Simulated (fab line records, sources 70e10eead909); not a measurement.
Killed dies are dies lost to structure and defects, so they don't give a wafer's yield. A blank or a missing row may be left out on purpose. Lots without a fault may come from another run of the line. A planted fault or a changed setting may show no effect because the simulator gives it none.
Problem report in the 8D (eight disciplines) form, filled by code | flow nand_harc | the parts of the form that need people (team, actions taken, sign-off) are left out

1. THE PROBLEM
run_length_s at NHARC_A_STAIRCASE_TRIM_226 reads a mean of 169.3 s on 2 wafers of 1 lot; wafers without a fault read 232.6 s with a standard deviation of 0.48. That is -99 or more standard deviations from the usual mean.
The step: chemistry O2, time 211.2 s.
First seen on wafer L290.3, day 23 06:14, on rie_diel-03. The record holds 39 wafers of 13 lots with a number at this step. Rule for "out", or "out of limits": more than 4 standard deviations from the usual mean. The other wafers with a number count as sound.

2. WHAT IT IS AND WHAT IT IS NOT
question                    | is                | is not
which readings at this step | run_length_s      | drypump_motor_current_A, o2_flow_sccm, oes_product_au, showerhead_plenum_p_Torr, throttle_valve_pct
which lots                  | L290              | L274, L275, L276, L277, L279, L280, L281, L282, L284, L285, L286, L287
which wafers of those lots  | L290.1, L290.3    | L290.5
read on which tools         | rie_diel-03       | rie_diel-02, rie_diel-05
when                        | from day 23 06:14 | up to then (37 sound wafers)

3. SUSPECTS, AND WHAT RULES EACH OUT
Counting: a tool at a process step up to the reading stays a suspect if it ran every lot that is out. Sound lots after the first of them don't rule it out here, since some wafers of a struck lot are sound.
- rie_diel-05 at NHARC_A_STAIRCASE_ETCH_199 (etches the open film in C4F8/O2, target depth 100 nm, time 40.5 s): kept. It ran the lot that is out, L290 (day 23 06:14); its last sound lot up to then is L287 (day 21 19:10). NHARC_A_STAIRCASE_ETCH_199 gives no start for some lots, so the hours and the order of its lots are those of NHARC_A_STAIRCASE_TRIM_226.
- rie_diel-03 at NHARC_A_STAIRCASE_TRIM_226 (chemistry O2, time 211.2 s): kept. It ran the lot that is out, L290 (day 23 06:14); its last sound lot up to then is L286 (day 21 14:16). Its own readings are out on those wafers: run_length_s.
Left after counting: rie_diel-05 at NHARC_A_STAIRCASE_ETCH_199, rie_diel-03 at NHARC_A_STAIRCASE_TRIM_226.

4. THE CAUSE (what the simulator had put in)
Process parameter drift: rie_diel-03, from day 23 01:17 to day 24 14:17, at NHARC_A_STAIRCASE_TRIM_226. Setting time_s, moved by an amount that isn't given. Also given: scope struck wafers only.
Counting left 2 suspects, and this tool is among them.

5. THE CHAIN OF EFFECTS, in route order
Each row: a reading whose mean over the struck wafers that have a number lies more than 3 standard deviations from the usual. Only readings for which the record gives a usual standard deviation are gone through. hours: the time from each lot's start at the first step in this table that gives one to its start at this step, as a median over the lots. sigmas: the change in usual standard deviations.
hours | step                       | reading      | usual   | on struck wafers | change | sigmas
0     | NHARC_A_STAIRCASE_TRIM_226 | run_length_s | 232.6 s | 169.3            | -63.2  | -99 or more
The process steps in it:
- NHARC_A_STAIRCASE_TRIM_226: chemistry O2, time 211.2 s.

6. WHAT WOULD HAVE CAUGHT IT SOONER
In this record the first reading out of limits was taken at day 23 06:14, 5 hours after the fault began at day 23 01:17.
